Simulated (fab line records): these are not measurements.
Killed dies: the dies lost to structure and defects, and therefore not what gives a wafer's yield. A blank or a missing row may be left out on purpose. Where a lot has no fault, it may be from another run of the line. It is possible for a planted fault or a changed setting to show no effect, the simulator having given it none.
fab line records	flow n5_finfet
record lots=14	wafers=39	last_day=17
route steps=1938 shown FIN_SAQP@134 FIN_CUT@160
lots that met no fault: from a run of the same line without faults
start_h: hours from the record's first day to the start of the lot's first wafer shown	wait_h: time in hours since the lot's previous step	" same as the row above	L1.1+2: a row that stands for several wafers	- no value, or no start was given	* or withheld: withheld	< > ~ a bound
route shown NAME@n: NAME is a module with steps in the file, n the number in the route of the first one	usual: mean and standard deviation over wafers with no fault	same: alike in all rows	chamber/n: place in a boat	sites: the reading at each site	_std_site: the standard deviation of these	_edge_site: mean of outer sites minus mean of inner sites	radius_mm: for every site, how far away it sits from the centre of the wafer	mask NAME#n: copy n	behind: the tool/chamber that last shaped the wafer	hold: cause of the lot's hold/its duration in hours/its outcome	device: the transistor (n, p or np) that didn't switch	end of line: at the end of the route, the tests of the same wafers	for a step that has no rows: nothing shown but its recipe	killed: the dies lost at the first sort to structure and to defects; this is not the yield of the wafer	map: dies across one wafer; x = killed, . = not, _ = none there
set.NAME: setting as actually run; set.NAME@STEP: the setting as run at that earlier step	model.NAME: the simulator's own value behind a step, which no gauge read
steps of the route over a sample of lots; a table a step, a row a wafer
services: a tool's chamber out of use, with start hour (start_h, from the record's first day; less than 0 if before it), hours out, and reason
## steps
# step N5_FIN_SAQP_ETCH_69
# recipe chemistry=N2/H2	target=SOC	target_depth_a=1500	stop_on=SiNx	ion_energy_ev=100	bias_w=61	pressure_mtorr=30	source_w=850	n2_flow_sccm=200	h2_flow_sccm=200
# usual drypump_motor_current_A=5.7/0.55	oes_product_au=0.82/0.088	rf_vpp_V=241.0/1.7	showerhead_plenum_p_Torr=2.56/0.11	throttle_valve_pct=17.78/0.21
lot.wafer	tool	chamber	start_h	wait_h	drypump_motor_current_A	oes_product_au	rf_hours_counter_h	rf_vpp_V	showerhead_plenum_p_Torr	throttle_valve_pct
L828.2	rie_diel-06	2	31.56	-	5.5	0.69	249	238.5	2.40	18.23
L828.3	"	3	"	"	5.2	0.95	7	242.6	2.69	17.51
L828.4	"	1	"	"	6.7	0.85	62	239.7	2.48	17.87
L830.2	rie_diel-06	3	44.97	-	5.1	0.93	13	243.7	2.68	17.49
L830.4	"	1	"	"	6.7	0.84	-	238.4	2.48	17.87
L830.5	"	0	"	"	5.3	0.67	-	238.4	2.40	18.10
L838.2	rie_diel-06	0	94.71	-	5.3	0.96	0	243.5	2.72	17.68
L838.5	"	2	"	"	5.4	0.92	-	242.5	2.71	17.81
L838.6	"	3	"	"	5.1	0.88	-	243.5	2.68	17.54
L839.1	rie_diel-02	0	100.10	-	5.8	0.91	12	241.1	2.62	17.49
L839.3	"	1	"	"	5.6	0.88	30	242.2	2.59	17.42
L839.4	"	3	"	"	4.7	0.86	40	240.3	2.47	17.70
L840.3	rie_diel-06	2	103.96	-	5.5	0.91	16	242.2	2.71	17.80
L840.4	"	3	"	"	5.2	0.88	35	241.8	2.67	17.52
L840.6	"	1	"	"	6.7	0.80	-	239.9	2.47	17.92
L842.4	rie_diel-02	1	117.26	-	5.6	0.86	38	241.5	2.59	17.42
L842.5	"	3	"	"	4.7	0.86	-	239.7	2.47	17.71
L842.6	"	2	"	"	5.8	0.84	-	243.3	2.70	17.69
L843.3	rie_diel-02	3	123.13	-	4.7	0.84	52	241.2	2.47	17.71
L843.6	"	1	"	"	5.6	0.86	-	241.1	2.59	17.45
L844.1	rie_diel-02	2	129.60	-	5.8	0.83	63	241.0	2.70	17.69
L844.4	"	1	"	"	5.6	0.85	45	240.4	2.59	17.46
L844.5	"	3	"	"	4.8	0.84	-	240.7	2.47	17.72
L845.1	rie_diel-01	1	136.34	-	5.3	0.70	199	242.0	2.53	17.97
L845.6	"	3	"	"	5.7	0.87	-	240.6	2.48	17.71
L846.2	rie_diel-06	3	141.00	-	5.2	0.87	38	242.7	2.67	17.54
L846.4	"	0	"	"	5.3	0.92	6	243.4	2.72	17.73
L846.6	"	2	"	"	5.5	0.91	-	242.7	2.71	17.79
L847.1	rie_diel-01	2	144.57	-	6.4	0.69	246	241.2	2.49	17.85
L847.2	"	3	"	"	5.7	0.87	24	239.1	2.48	17.71
L847.6	"	1	"	"	5.3	0.70	-	240.6	2.53	17.98
L848.1	rie_diel-06	3	150.66	-	5.1	0.87	42	243.4	2.67	17.53
L848.5	"	0	"	"	5.3	0.90	-	242.1	2.72	17.72
L849.1	rie_diel-06	3	156.89	-	5.1	0.87	45	242.8	2.67	17.56
L849.2	"	0	"	"	5.3	0.90	12	244.3	2.72	17.72
L849.6	"	1	"	"	6.7	0.79	-	240.2	2.46	17.94
L850.1	rie_diel-01	1	162.75	-	5.3	0.69	210	239.9	2.53	17.99
L850.3	"	3	"	"	5.7	0.86	32	240.5	2.48	17.71
L850.5	"	1	"	"	5.3	0.70	-	240.6	2.53	18.00
# step N5_FIN_SAQP_MANDREL2_REMOVE_60
# recipe chemistry=HBr/Cl2/O2	bt_time_s=10	target=a-Si	stop_on=SiNx	endpoint=OES-SiCl	over_etch_frac=1	icp_w=600	bias_w=22	HBr_flow_sccm=150	Cl2_flow_sccm=80	O2_flow_sccm=5	pressure_mtorr=10
# usual drypump_motor_current_A=5.7/0.43	he_backside_leak_sccm=2.7/0.43	oes_product_au=0.995/0.02	throttle_valve_pct=36.7/0.31
# same bt_time_s=10
lot.wafer	tool	chamber	start_h	wait_h	drypump_motor_current_A	he_backside_leak_sccm	oes_product_au	rf_hours_counter_h	throttle_valve_pct
L828.2	rie_si-02	0	32.30	0.1	5.1	2.4	1.004	7	36.7
L828.3	"	3	"	"	5.4	2.6	1.000	116	36.1
L828.4	"	2	"	"	5.8	3.2	0.997	67	36.5
L830.2	rie_si-02	2	45.96	0.1	5.7	3.0	0.983	67	36.5
L830.4	"	3	"	"	5.5	2.5	0.985	116	36.1
L830.5	"	2	"	"	5.8	3.1	0.992	-	36.5
L838.2	rie_si-04	2	95.42	0.1	4.9	2.2	1.018	8	36.5
L838.5	"	1	"	"	6.3	2.9	1.009	-	36.8
L838.6	"	2	"	"	5.0	2.3	1.018	-	36.5
L839.1	rie_si-04	3	100.87	0.1	6.3	2.5	1.020	116	36.3
L839.3	"	2	"	"	4.9	2.3	1.017	8	36.5
L839.4	"	2	"	"	4.9	2.4	1.023	-	36.5
L840.3	rie_si-04	1	104.68	0.1	6.3	2.8	1.013	37	36.8
L840.4	"	3	"	"	6.3	2.3	1.015	116	36.4
L840.6	"	3	"	"	6.3	2.3	1.015	-	36.4
L842.4	rie_si-03	3	118.29	0.1	5.7	2.7	0.961	60	36.9
L842.5	"	3	"	"	5.7	2.7	0.973	-	36.9
L842.6	"	0	"	"	5.7	2.5	1.016	-	36.4
L843.3	rie_si-03	3	124.46	0.1	5.7	2.7	0.961	60	36.9
L843.6	"	2	"	"	6.2	3.7	0.961	-	37.0
L844.1	rie_si-02	2	131.40	0.1	5.7	3.1	0.982	69	36.4
L844.4	"	3	"	"	5.4	2.4	0.988	117	36.1
L844.5	"	0	"	"	5.1	2.5	1.002	-	36.7
L845.1	rie_si-03	0	137.37	0.1	5.7	2.7	1.002	100	36.4
L845.6	"	0	"	"	5.7	2.6	1.007	-	36.4
L846.2	rie_si-04	1	141.72	0.1	6.3	2.9	1.018	38	36.8
L846.4	"	0	"	"	5.9	2.3	1.012	31	36.5
L846.6	"	0	"	"	5.9	2.6	1.003	-	36.6
L847.1	rie_si-03	0	145.42	0.1	5.8	2.2	1.018	100	36.4
L847.2	"	1	"	"	5.8	2.5	0.987	5	37.0
L847.6	"	1	"	"	5.9	2.6	0.992	-	37.0
L848.1	rie_si-04	0	151.61	0.1	5.9	2.4	1.008	31	36.6
L848.5	"	2	"	"	4.9	2.3	1.014	-	36.5
L849.1	rie_si-03	3	157.61	0.1	5.7	2.7	0.960	60	36.9
L849.2	"	0	"	"	5.7	2.4	1.008	100	36.4
L849.6	"	0	"	"	5.7	2.4	1.009	-	36.4
L850.1	rie_si-03	3	163.97	0.1	5.7	2.6	0.958	61	36.9
L850.3	"	0	"	"	5.7	2.4	1.023	101	36.4
L850.5	"	1	"	"	5.8	2.7	0.983	-	37.0
# step N5_FIN_CUT_EXPOSE_05
# recipe mask_id=FIN_CUT	na=0.33	source_shape=annular	sigma_inner=0.35	sigma_outer=0.8	polarization=unpolarized	dose_mj=45.75
# usual exposure_dose_mJ_cm2=45.79/0.11	focus_offset_nm=-0.1/0.5	na=0.33/0	sigma_inner=0.35/0
lot.wafer	tool	chamber	start_h	wait_h	mask	exposure_dose_mJ_cm2	focus_offset_nm	na	sigma_inner
L828.2	euv_scanner-02	0	33.30	-	FIN_CUT#0	45.65	0.1	0.33	0.35
L828.3	"	0	"	"	FIN_CUT#0	45.71	-0.7	0.33	0.35
L828.4	"	0	"	"	FIN_CUT#0	45.63	-0.3	0.33	0.35
L830.2	euv_scanner-02	0	47.05	-	FIN_CUT#0	45.64	0.4	0.33	0.35
L830.4	"	0	"	"	FIN_CUT#0	45.68	1.1	0.33	0.35
L830.5	"	0	"	"	FIN_CUT#0	45.65	0.1	0.33	0.35
L838.2	euv_scanner-02	-	96.48	-	FIN_CUT#0	-	-	-	-
L838.5	"	-	"	"	FIN_CUT#0	-	-	-	-
L838.6	"	-	"	"	FIN_CUT#0	-	-	-	-
L839.1	euv_scanner-02	-	101.83	-	FIN_CUT#0	-	-	-	-
L839.3	"	-	"	"	FIN_CUT#0	-	-	-	-
L839.4	"	-	"	"	FIN_CUT#0	-	-	-	-
L840.3	euv_scanner-02	0	105.55	-	FIN_CUT#0	45.65	0.5	0.33	0.35
L840.4	"	0	"	"	FIN_CUT#0	45.55	0.5	0.33	0.35
L840.6	"	0	"	"	FIN_CUT#0	45.68	-0.2	0.33	0.35
L842.4	euv_scanner-01	0	119.19	-	FIN_CUT#0	45.87	-0.6	0.33	0.35
L842.5	"	0	"	"	FIN_CUT#0	45.88	0.2	0.33	0.35
L842.6	"	0	"	"	FIN_CUT#0	45.90	-0.2	0.33	0.35
L843.3	euv_scanner-01	0	125.45	-	FIN_CUT#0	45.86	-0.3	0.33	0.35
L843.6	"	0	"	"	FIN_CUT#0	45.90	-0.5	0.33	0.35
L844.1	euv_scanner-01	0	132.33	-	FIN_CUT#0	45.89	-0.3	0.33	0.35
L844.4	"	0	"	"	FIN_CUT#0	45.83	0.3	0.33	0.35
L844.5	"	0	"	"	FIN_CUT#0	45.82	0.0	0.33	0.35
L845.1	euv_scanner-02	0	138.36	-	FIN_CUT#0	45.71	-0.7	0.33	0.35
L845.6	"	0	"	"	FIN_CUT#0	45.73	-0.7	0.33	0.35
L846.2	euv_scanner-01	0	142.71	-	FIN_CUT#0	45.89	-0.8	0.33	0.35
L846.4	"	0	"	"	FIN_CUT#0	45.91	0.4	0.33	0.35
L846.6	"	0	"	"	FIN_CUT#0	45.88	0.9	0.33	0.35
L847.1	euv_scanner-01	0	146.39	-	FIN_CUT#0	45.97	-0.6	0.33	0.35
L847.2	"	0	"	"	FIN_CUT#0	45.92	-0.4	0.33	0.35
L847.6	"	0	"	"	FIN_CUT#0	45.90	-0.8	0.33	0.35
L848.1	euv_scanner-02	0	152.65	-	FIN_CUT#0	45.63	0.8	0.33	0.35
L848.5	"	0	"	"	FIN_CUT#0	45.67	0.6	0.33	0.35
L849.1	euv_scanner-01	0	158.60	-	FIN_CUT#0	45.90	-0.3	0.33	0.35
L849.2	"	0	"	"	FIN_CUT#0	45.84	-0.4	0.33	0.35
L849.6	"	0	"	"	FIN_CUT#0	45.88	-0.7	0.33	0.35
L850.1	euv_scanner-01	0	164.84	-	FIN_CUT#0	45.88	-0.3	0.33	0.35
L850.3	"	0	"	"	FIN_CUT#0	45.83	0.1	0.33	0.35
L850.5	"	0	"	"	FIN_CUT#0	45.82	0.5	0.33	0.35
# step N5_FIN_CUT_DESCUM_13
# recipe chemistry=O2	time_s=7	source_power_w=50	bias_power_w=20	pressure_mtorr=20	rf_frequency_hz=2.712e+07	temp_c=40	resist=CAR-EUV	o2_flow_sccm=225
# usual drypump_motor_current_A=5.6/0.5	oes_product_au=0.76/0.091	rf_vpp_V=243.0/1.5	showerhead_plenum_p_Torr=2.08/0.074	throttle_valve_pct=20.32/0.3
lot.wafer	tool	chamber	start_h	wait_h	drypump_motor_current_A	oes_product_au	rf_hours_counter_h	rf_vpp_V	showerhead_plenum_p_Torr	throttle_valve_pct
L828.2	rie_diel-04	0	33.65	0.1	5.1	0.73	165	242.6	2.00	20.21
L828.3	"	2	"	"	6.3	0.73	174	240.9	2.09	20.65
L828.4	"	0	"	"	5.1	0.75	-	241.3	2.00	20.24
L830.2	rie_diel-03	1	47.30	0.0	4.9	1.00	0	244.5	2.23	20.54
L830.4	"	0	"	"	5.6	0.72	200	241.3	2.08	20.62
L830.5	"	1	"	"	4.9	1.00	-	244.7	2.23	20.54
L838.2	rie_diel-04	3	96.73	0.0	6.1	0.80	101	242.8	2.03	20.43
L838.5	"	0	"	"	5.1	0.73	-	241.2	1.99	20.26
L838.6	"	3	"	"	6.1	0.81	-	241.9	2.03	20.42
L839.1	rie_diel-03	1	102.09	0.0	4.9	0.92	17	244.2	2.22	20.56
L839.3	"	0	"	"	5.7	0.70	218	244.7	2.08	20.64
L839.4	"	3	"	"	5.5	0.70	232	242.9	2.07	20.78
L840.3	rie_diel-05	0	105.79	0.0	5.5	0.94	18	245.0	2.13	19.79
L840.4	"	3	"	"	5.0	0.69	226	242.4	2.04	19.99
L840.6	"	2	"	"	5.7	0.68	-	244.8	2.16	20.05
L842.4	rie_diel-03	1	119.42	0.0	4.9	0.91	23	247.0	2.22	20.58
L842.5	"	2	"	"	6.6	0.78	-	243.5	2.20	20.37
L842.6	"	3	"	"	5.4	0.69	-	241.0	2.07	20.81
L843.3	rie_diel-04	2	125.75	0.1	6.3	0.70	201	242.2	2.08	20.70
L843.6	"	3	"	"	6.0	0.79	-	240.8	2.03	20.43
L844.1	rie_diel-04	3	132.66	0.1	6.1	0.79	112	241.9	2.03	20.45
L844.4	"	2	"	"	6.3	0.71	203	243.2	2.08	20.69
L844.5	"	1	"	"	5.0	0.73	-	241.5	2.01	20.42
L845.1	rie_diel-04	2	138.61	0.0	6.3	0.71	206	243.3	2.08	20.70
L845.6	"	1	"	"	5.0	0.73	-	243.0	2.01	20.45
L846.2	rie_diel-03	1	142.96	0.0	4.9	0.89	30	245.5	2.22	20.59
L846.4	"	0	"	"	5.7	0.69	231	243.3	2.07	20.66
L846.6	"	2	"	"	6.6	0.77	-	244.9	2.20	20.38
L847.1	rie_diel-05	0	146.65	0.0	5.5	0.92	32	246.1	2.13	19.83
L847.2	"	3	"	"	5.0	0.68	240	241.8	2.04	20.02
L847.6	"	0	"	"	5.5	0.91	-	244.1	2.13	19.81
L848.1	rie_diel-05	1	153.42	0.5	5.8	0.71	229	242.0	1.98	20.39
L848.5	"	1	"	"	5.8	0.70	-	242.8	1.98	20.42
L849.1	rie_diel-05	2	158.85	0.0	5.7	0.67	230	245.2	2.15	20.06
L849.2	"	0	"	"	5.5	0.90	36	244.0	2.13	19.83
L849.6	"	2	"	"	5.7	0.67	-	244.2	2.15	20.08
L850.1	rie_diel-05	2	165.09	0.0	5.7	0.67	232	243.5	2.15	20.08
L850.3	"	1	"	"	5.8	0.69	233	241.7	1.98	20.41
L850.5	"	1	"	"	5.8	0.70	-	240.9	1.98	20.39
## services
tool	chamber	start_h	hours	kind
euv_scanner-02	-	12.98	1.0	pm
rie_si-02	-	17.35	0.1	repair
rie_diel-04	3	27.16	7.9	repair
rie_si-02	-	32.88	2.8	pm
euv_scanner-01	-	40.79	1.0	pm
euv_scanner-01	-	52.68	4.6	pm
rie_diel-04	1	53.11	2.4	repair
euv_scanner-01	-	57.72	0.5	repair
rie_diel-02	1	68.50	2.2	repair
rie_diel-06	0	68.51	6.8	repair
euv_scanner-02	-	69.13	1.0	pm
euv_scanner-02	-	75.12	4.6	pm
rie_diel-06	2	83.58	4.7	repair
rie_diel-02	2	92.12	3.4	repair
euv_scanner-01	-	96.94	1.0	pm
rie_si-04	1	99.50	3.5	repair
rie_diel-06	-	104.51	28.1	pm
euv_scanner-02	-	109.32	1.3	repair
rie_si-02	-	109.96	0.3	repair
euv_scanner-02	-	125.28	1.0	pm
euv_scanner-01	-	144.57	1.2	repair
rie_diel-02	0	145.20	4.2	repair
euv_scanner-01	-	153.09	1.0	pm
rie_si-03	-	159.61	0.3	repair
## key
first_sign step=N5_FIN_CUT_EXPOSE_05	reading=tool_record	direction=missing
effect none on later readings
met_at N5_FIN_CUT_EXPOSE_05
struck_lots L838,L839
later_rows_left_out L838.2,L838.5,L838.6,L839.1,L839.3,L839.4
sort_left_out L838.2,L838.5,L838.6,L839.1,L839.3,L839.4
not_acting_at N5_FIN_SAQP_ETCH_69,N5_FIN_SAQP_MANDREL2_REMOVE_60,N5_FIN_CUT_DESCUM_13
onset_between 47.05 96.48
fault kind=skipped_step_whole	tool=euv_scanner-02	chamber=-	onset_h=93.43	steps=N5_FIN_CUT_EXPOSE_05	scope=struck_lots_only
# sort_left_out: the simulated sort isn't trusted on such a fault, so these wafers' sort isn't shown, and their yield isn't known
# later_rows_left_out: the simulator's readings of these wafers behind a module that went badly wrong aren't trusted and aren't shown, but for the sort
